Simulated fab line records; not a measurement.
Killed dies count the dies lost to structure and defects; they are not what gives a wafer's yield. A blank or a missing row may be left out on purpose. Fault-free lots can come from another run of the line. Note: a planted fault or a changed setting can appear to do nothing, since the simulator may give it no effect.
Chamber matching / flow n5 finfet / N5_HKMG_FIN_ALD_75 on ald hk-03 has 4 sister chambers
The step deposits Al2O3, target thk 1 nm, co reactant pulse time 1 s. 8 wafers are shown with their chamber, then 7 later ones without.

WAFERS, EACH WITH ITS CHAMBER
wafer=L081.1; chamber=0; heater power w (W)=141; precursor pulse height rel=1.003
wafer=L081.2; chamber=3; heater power w (W)=148; precursor pulse height rel=1.020
wafer=L081.4; chamber=2; heater power w (W)=161; precursor pulse height rel=1.020
wafer=L083.2; chamber=1; heater power w (W)=154; precursor pulse height rel=0.992
wafer=L083.3; chamber=3; heater power w (W)=150; precursor pulse height rel=1.005
wafer=L083.4; chamber=2; heater power w (W)=164; precursor pulse height rel=1.021
wafer=L084.4; chamber=1; heater power w (W)=152; precursor pulse height rel=1.004
wafer=L084.5; chamber=0; heater power w (W)=145; precursor pulse height rel=1.007

WAFERS MISSING THEIR CHAMBER
wafer=L084.6; heater power w (W)=152; precursor pulse height rel=0.976
wafer=L086.3; heater power w (W)=142; precursor pulse height rel=1.039
wafer=L086.5; heater power w (W)=165; precursor pulse height rel=1.018
wafer=L086.6; heater power w (W)=154; precursor pulse height rel=1.000
wafer=L087.2; heater power w (W)=140; precursor pulse height rel=1.020
wafer=L087.4; heater power w (W)=149; precursor pulse height rel=0.999
wafer=L087.6; heater power w (W)=161; precursor pulse height rel=0.995

EACH ONE'S CHAMBER
wafer=L084.6; from the rows above=1; in truth=1
wafer=L086.3; from the rows above=can't be placed: 0 or 3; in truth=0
wafer=L086.5; from the rows above=2; in truth=2
wafer=L086.6; from the rows above=1; in truth=1
wafer=L087.2; from the rows above=can't be placed: 0 or 3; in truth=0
wafer=L087.4; from the rows above=can't be placed: 3 or 1 or 0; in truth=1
wafer=L087.6; from the rows above=can't be placed: 2 or 1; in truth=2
Correctly placed: 3 of 7. From these rows, 4 cannot be placed; in 4 the true chamber is one of the candidates. Wrongly placed: 0.
How it was worked out, from the rows above alone: a wafer's distance from a chamber is the root of the sum, over the readings, of the square of ((its reading less the chamber's mean) divided by the reading's scatter). The wafer belongs to the nearest chamber; if the next one is less than 2 further off, it can't be placed. A chamber's mean is the mean of its shown wafers. How the scatter is found: for the shown wafers, subtract from each reading the mean of its chamber, square and add these, divide the total by (wafers less chambers), then take the root.
